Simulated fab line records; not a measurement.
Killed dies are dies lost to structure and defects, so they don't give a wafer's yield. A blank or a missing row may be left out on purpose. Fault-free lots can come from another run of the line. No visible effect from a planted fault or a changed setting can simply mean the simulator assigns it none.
What tool caused it? -- flow nand-harc -- 12 lots, 36 wafers sampled, at 6 steps of a route of 1159

WHAT THE GAUGES SHOWED, per wafer
NHARC_P_START_INSPECT_01. Usual: raw-defect-count 3.3, standard deviation 1.8.
lot,measured,on,raw-defect-count,flag
L320,day 1 18:02,defect-inspect-02,1 4 1,
L321,day 2 00:02,defect-inspect-02,5 5 2,
L324,day 2 18:02,defect-inspect-01,2 3 2,
L329,day 4 00:02,defect-inspect-02,5 5 5,
L331,day 4 12:02,defect-inspect-01,0 4 3,
L332,day 4 18:02,defect-inspect-01,2 5 3,
L334,day 5 06:02,defect-inspect-02,2 2 7,
L337,day 6 00:02,defect-inspect-01,3 11 3,
L338,day 6 06:02,defect-inspect-01,3 2 5,
L339,day 6 12:02,defect-inspect-02,2 4 2,
L341,day 7 00:02,defect-inspect-02,2 4 3,
L342,day 7 06:02,defect-inspect-01,2 5 0,

NHARC_P_ZERO_WELL_CD_MEAS_52: target cd 2000 nm. Usual: cd-nm 2000.9 nm, standard deviation 1.8.
lot,measured,on,cd-nm (nm),flag
L320,day 1 23:42,cd-sem-03,2003.0 1999.9 2001.1,
L321,day 2 05:44,cd-sem-03,- - -,OFF
L324,day 2 23:43,cd-sem-03,1999.9 1999.6 2002.3,
L329,day 4 05:55,cd-sem-03,2001.5 2000.7 2001.1,
L331,day 4 23:05,cd-sem-02,2000.7 1998.6 2003.6,
L332,day 4 23:53,cd-sem-03,2002.9 2001.3 2001.1,
L334,day 5 11:46,cd-sem-01,2003.7 2005.0 2001.6,
L337,day 6 05:39,cd-sem-03,2001.0 2001.3 2001.3,
L338,day 6 11:43,cd-sem-03,2003.4 2002.1 2002.4,
L339,day 6 17:52,cd-sem-02,1997.9 1997.5 2000.9,
L341,day 7 05:47,cd-sem-03,2000.2 1996.9 1997.1,
L342,day 7 11:45,cd-sem-01,2004.7 2002.3 2000.2,

NHARC_END_SORT_01. Usual: killed-at-array 28, standard deviation 11; killed-at-other 0.6, standard deviation 0.85; killed-at-periphery 2.8, standard deviation 2.3; killed-dies 31, standard deviation 11; killed-open 3.1, standard deviation 1.6; killed-short 2.0, standard deviation 1.4.
lot,measured,on,killed-at-array,killed-at-other,killed-at-periphery,killed-dies,killed-open,killed-short,flag
L321,day 20 01:08,prober-02,11 15 14,2 1 1,664 661 662,677 677 677,2 3 0,1 1 1,OFF
L331,day 22 03:17,prober-01,40 27 17,1 0 1,3 2 1,44 29 19,4 4 3,6 0 1,

WHAT TOOL EACH LOT RAN ON (gives the tool, then ch and the chambers of the sampled wafers, and finally the start)
lot,NHARC_P_ZERO_WELL_ETCH_63,NHARC_P_ZERO_WELL_EXPOSE_49,NHARC_P_STI_DESCUM_14
L320,"rie-si-02 ch 0,1,3, day 1 19:35","krf-scanner-04 ch 0, day 1 23:33","rie-diel-10 ch 0,1,2, day 2 22:38"
L321,"rie-si-05 ch 0,2,3, day 2 01:35","krf-scanner-02 ch 0, day 2 05:35",-
L324,"rie-si-04 ch 0,1,3, day 2 19:42","krf-scanner-04 ch 0, day 2 23:33","rie-diel-10 ch 0,3, day 3 18:25"
L329,"rie-si-02 ch 1,3, day 4 01:32","krf-scanner-02 ch 0, day 4 05:45","rie-diel-03 ch 1,2, day 5 01:50"
L331,"rie-si-05 ch 0,1,2, day 4 13:43","krf-scanner-02 ch 0, day 4 22:55","rie-diel-10 ch 0,1,3, day 5 16:25"
L332,"rie-si-02 ch 1,2,3, day 4 19:39","krf-scanner-02 ch 0, day 4 23:43","rie-diel-05 ch 1,2,3, day 5 16:35"
L334,"rie-si-02 ch 0,1,3, day 5 07:43","krf-scanner-04 ch 0, day 5 11:36","rie-diel-10 ch 1,2, day 6 08:48"
L337,"rie-si-02 ch 0,1,3, day 6 01:34","krf-scanner-01 ch 0, day 6 05:30","rie-diel-10 ch 1,3, day 7 01:11"
L338,"rie-si-05 ch 1,2,3, day 6 07:40","krf-scanner-02 ch 0, day 6 11:34","rie-diel-03 ch 1,2, day 7 05:15"
L339,"rie-si-05 ch 1,2,3, day 6 13:41","krf-scanner-01 ch 0, day 6 17:43","rie-diel-10 ch 0,2,3, day 7 14:06"
L341,"rie-si-02 ch 1,2,3, day 7 01:42","krf-scanner-01 ch 0, day 7 05:38","rie-diel-10 ch 1,2,3, day 8 01:27"
L342,"rie-si-04 ch 0,2,3, day 7 07:41","krf-scanner-02 ch 0, day 7 11:36","rie-diel-05 ch 0,1,3, day 8 05:04"
- NHARC_P_ZERO_WELL_ETCH_63: etches the open film in HBr/Cl2, target depth 120 nm, time 40.1 s.
- NHARC_P_ZERO_WELL_EXPOSE_49: exposes mask P HVPW, target cd 2000 nm.
- NHARC_P_STI_DESCUM_14: chemistry O2, time 3 s.

AS READ BY THE TOOLS THEMSELVES (means over the sampled wafers that have a number; for cases with no such wafer, the mark the record gives instead)
NHARC_P_ZERO_WELL_ETCH_63. Usual: drypump-motor-current-A 5.7 A, standard deviation 0.36; he-backside-leak-sccm 2.70 sccm, standard deviation 0.22; oes-product-au 0.999 a.u., standard deviation 0.0098; throttle-valve-pct 26.405 %, standard deviation 0.0092.
lot,tool,drypump-motor-current-A (A),he-backside-leak-sccm (sccm),oes-product-au (a.u.),throttle-valve-pct (%),flag
L320,rie-si-02,5.8,2.61,0.999,26.396,
L321,rie-si-05,5.6,2.71,1.005,26.405,
L324,rie-si-04,5.5,2.66,1.001,26.407,
L329,rie-si-02,5.8,2.63,1.009,26.406,
L331,rie-si-05,5.5,2.86,1.005,26.400,
L332,rie-si-02,5.9,2.72,1.003,26.397,
L334,rie-si-02,5.8,2.71,1.000,26.404,
L337,rie-si-02,5.8,2.59,1.003,26.413,
L338,rie-si-05,5.8,2.76,0.995,26.408,
L339,rie-si-05,5.8,2.83,1.000,26.400,
L341,rie-si-02,5.9,2.67,1.003,26.399,
L342,rie-si-04,5.8,2.75,0.993,26.406,

NHARC_P_STI_DESCUM_14. Usual: drypump-motor-current-A 5.7 A, standard deviation 0.35; oes-product-au 0.997 a.u., standard deviation 0.01; rf-vpp-V 57.8 V, standard deviation 0.92; showerhead-plenum-p-Torr 1.93 Torr, standard deviation 0.066; throttle-valve-pct 11.310 %, standard deviation 0.0088.
lot,tool,drypump-motor-current-A (A),oes-product-au (a.u.),rf-vpp-V (V),showerhead-plenum-p-Torr (Torr),throttle-valve-pct (%),flag
L320,rie-diel-10,5.6,1.002,57.3,1.94,11.310,
L324,rie-diel-10,5.6,1.005,58.0,1.95,11.302,
L329,rie-diel-03,5.8,1.000,57.3,1.92,11.309,
L331,rie-diel-10,5.7,1.005,58.1,1.94,11.311,
L332,rie-diel-05,6.1,0.995,57.8,1.88,11.302,
L334,rie-diel-10,5.6,0.991,58.3,1.96,11.303,
L337,rie-diel-10,5.6,1.003,57.8,1.96,11.306,
L338,rie-diel-03,5.8,0.988,57.6,1.92,11.303,
L339,rie-diel-10,5.6,1.006,57.7,1.95,11.308,
L341,rie-diel-10,5.6,0.996,58.2,1.96,11.318,
L342,rie-diel-05,6.0,1.002,58.0,1.96,11.310,

THE ANSWER, worked out from the rows above alone
Rule: a lot is off if the mean of its wafers that have a number lies more than 3 standard deviations from the usual mean. A lot without any number at a reading at which 4 lots or more have one is off too. Any other lot the step has rows for is counted as sound. The gauges are gone through in route order, then the tools' own readings, and for those a lot's mean is taken as printed above. At the first step where some lot is off, the reading lying furthest off is the one used; lots without a number count as furthest.
Off: L321 (NHARC_P_ZERO_WELL_CD_MEAS_52, cd-nm). Without a number there: L321.
A tool fits if, at a process step before that reading, it ran every lot that is off, and no sound lot after the first of them. Not tried: the gauges at NHARC_P_ZERO_WELL_CD_MEAS_52; whatever is off there is also off at NHARC_END_SORT_01, on other tools, and gauge error can't account for it. No candidate that was tried fits.

WHAT WAS PUT IN BY THE SIMULATOR
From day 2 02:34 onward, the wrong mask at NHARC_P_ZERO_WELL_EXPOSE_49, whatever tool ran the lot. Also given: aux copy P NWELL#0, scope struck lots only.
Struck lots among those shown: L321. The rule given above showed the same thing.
